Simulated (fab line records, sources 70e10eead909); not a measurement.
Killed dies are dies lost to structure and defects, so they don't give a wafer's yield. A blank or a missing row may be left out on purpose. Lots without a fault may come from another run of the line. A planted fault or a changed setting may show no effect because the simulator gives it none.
Chamber matching | flow nand_harc | NHARC_A_WL_FILL_CMP_12 on cmp-02: 4 sister chambers
The step polishes, t overpolish 30 s, target thk 75 nm. 8 wafers are shown with their chamber, then 8 later ones without.

WAFERS WITH THEIR CHAMBER
wafer  | chamber | motor_current_A (A) | time_to_endpoint_s (s)
L153.6 | 1       | 11.4                | 10.4
L154.1 | 1       | 11.5                | 12.9
L154.5 | 2       | 12.5                | 15.9
L156.4 | 3       | 10.6                | 16.0
L156.6 | 3       | 11.3                | 14.4
L162.3 | 2       | 12.5                | 18.6
L162.6 | 0       | 11.7                | 18.0
L168.1 | 0       | 12.2                | 15.4

WAFERS WITHOUT THEIR CHAMBER
wafer  | motor_current_A (A) | time_to_endpoint_s (s)
L168.5 | 12.6                | 19.9
L168.6 | 11.4                | 15.0
L170.3 | 11.7                | 16.1
L170.5 | 10.6                | 18.5
L170.6 | 12.2                | 16.8
L169.3 | 12.4                | 13.0
L169.4 | 11.8                | 13.4
L169.6 | 11.1                | 13.3

WHICH CHAMBER EACH WENT THROUGH
wafer  | from the rows above               | in truth
L168.5 | can't be placed: 2 or 0           | 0
L168.6 | can't be placed: 3 or 1 or 0      | 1
L170.3 | can't be placed: 0 or 3 or 2 or 1 | 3
L170.5 | 3                                 | 3
L170.6 | can't be placed: 0 or 2           | 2
L169.3 | can't be placed: 2 or 0 or 1      | 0
L169.4 | can't be placed: 1 or 0 or 3 or 2 | 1
L169.6 | can't be placed: 3 or 1           | 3
Placed correctly: 1 of 8. Can't be placed from these rows: 7 (the true chamber is among the candidates in 7). Placed wrongly: 0.
How it was worked out, from the rows above alone: a wafer's distance from a chamber is the root of the sum, over the readings, of the square of ((its reading less the chamber's mean) divided by the reading's scatter). The wafer belongs to the nearest chamber; if the next one is less than 2 further off, it can't be placed. A chamber's mean is the mean of its shown wafers. The scatter: the root of (the sum of the squares of (reading less its chamber's mean) over the shown wafers, divided by (wafers less chambers)).
